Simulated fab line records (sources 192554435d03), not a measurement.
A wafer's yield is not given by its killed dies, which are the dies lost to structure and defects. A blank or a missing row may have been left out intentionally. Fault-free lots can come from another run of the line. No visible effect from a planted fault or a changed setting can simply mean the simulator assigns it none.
Matching of chambers | flow n5Finfet | N5_BEOL_M5_CO_CAP_78 on cvdCo-02: 3 sister chambers
The step material Co, precursor CCTBA/H2, target thk 2 nm, time 102.1 s. 45 wafers are shown with their chamber, then 12 later ones without.

EACH WAFER AND ITS CHAMBER
wafer  | chamber | heaterPowerW (W)
L078.1 | 0       | 249
L078.5 | 2       | 266
L078.6 | 1       | 260
L079.3 | 2       | 257
L079.4 | 2       | 258
L079.5 | 1       | 256
L080.2 | 0       | 253
L080.4 | 0       | 250
L080.6 | 2       | 257
L082.2 | 2       | 261
L082.3 | 0       | 249
L082.6 | 2       | 263
L085.2 | 1       | 252
L085.3 | 0       | 252
L085.6 | 2       | 261
L083.1 | 2       | 254
L083.4 | 1       | 261
L083.5 | 0       | 246
L088.1 | 0       | 247
L088.4 | 2       | 271
L088.5 | 1       | 256
L086.1 | 0       | 256
L086.3 | 2       | 257
L086.4 | 1       | 257
L087.1 | 0       | 247
L087.2 | 2       | 254
L087.3 | 1       | 255
L089.2 | 0       | 251
L089.5 | 1       | 257
L089.6 | 2       | 256
L090.2 | 0       | 259
L090.3 | 2       | 259
L090.5 | 0       | 254
L091.1 | 0       | 249
L091.3 | 2       | 252
L091.5 | 1       | 258
L092.2 | 2       | 259
L092.4 | 2       | 264
L092.5 | 1       | 252
L093.3 | 1       | 256
L093.5 | 0       | 252
L093.6 | 1       | 257
L094.2 | 1       | 246
L094.4 | 0       | 255
L094.6 | 1       | 259

SIGNATURES (averages over the wafers above)
reading      | chamber 0 | chamber 1 | chamber 2 | scatter within a chamber
heaterPowerW | 251.27    | 255.86    | 259.31    | 4.2
Rule: for each reading, subtract the chamber's mean from the wafer's reading, divide by that reading's scatter and square the result; add these up over the readings and take the root, which gives the wafer's distance from the chamber. The wafer belongs to the nearest chamber; if the next one is less than 2 further off, it can't be placed. The scatter: take each reading less its chamber's mean, square it, sum over the shown wafers, divide by the number of wafers less the number of chambers, and take the root.

WAFERS MISSING THEIR CHAMBER
wafer  | heaterPowerW (W)
L095.1 | 250
L095.2 | 257
L095.4 | 256
L096.1 | 254
L096.5 | 251
L096.6 | 247
L097.1 | 256
L097.2 | 251
L097.3 | 251
L097.4 | 250
L097.5 | 254
L097.6 | 270

EACH ONE'S CHAMBER
wafer  | from the rows above          | in truth
L095.1 | can't be placed: 0 or 1 or 2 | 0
L095.2 | can't be placed: 1 or 2 or 0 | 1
L095.4 | can't be placed: 1 or 2 or 0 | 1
L096.1 | can't be placed: 1 or 0 or 2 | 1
L096.5 | can't be placed: 0 or 1 or 2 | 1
L096.6 | can't be placed: 0 or 1 or 2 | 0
L097.1 | can't be placed: 1 or 2 or 0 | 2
L097.2 | can't be placed: 0 or 1 or 2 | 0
L097.3 | can't be placed: 0 or 1 or 2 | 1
L097.4 | can't be placed: 0 or 1 or 2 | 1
L097.5 | can't be placed: 1 or 0 or 2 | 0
L097.6 | can't be placed: 2 or 1 or 0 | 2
Correct placement for 0 of the 12. From these rows, 12 cannot be placed; in 12 the true chamber is one of the candidates. Wrongly placed: 0.
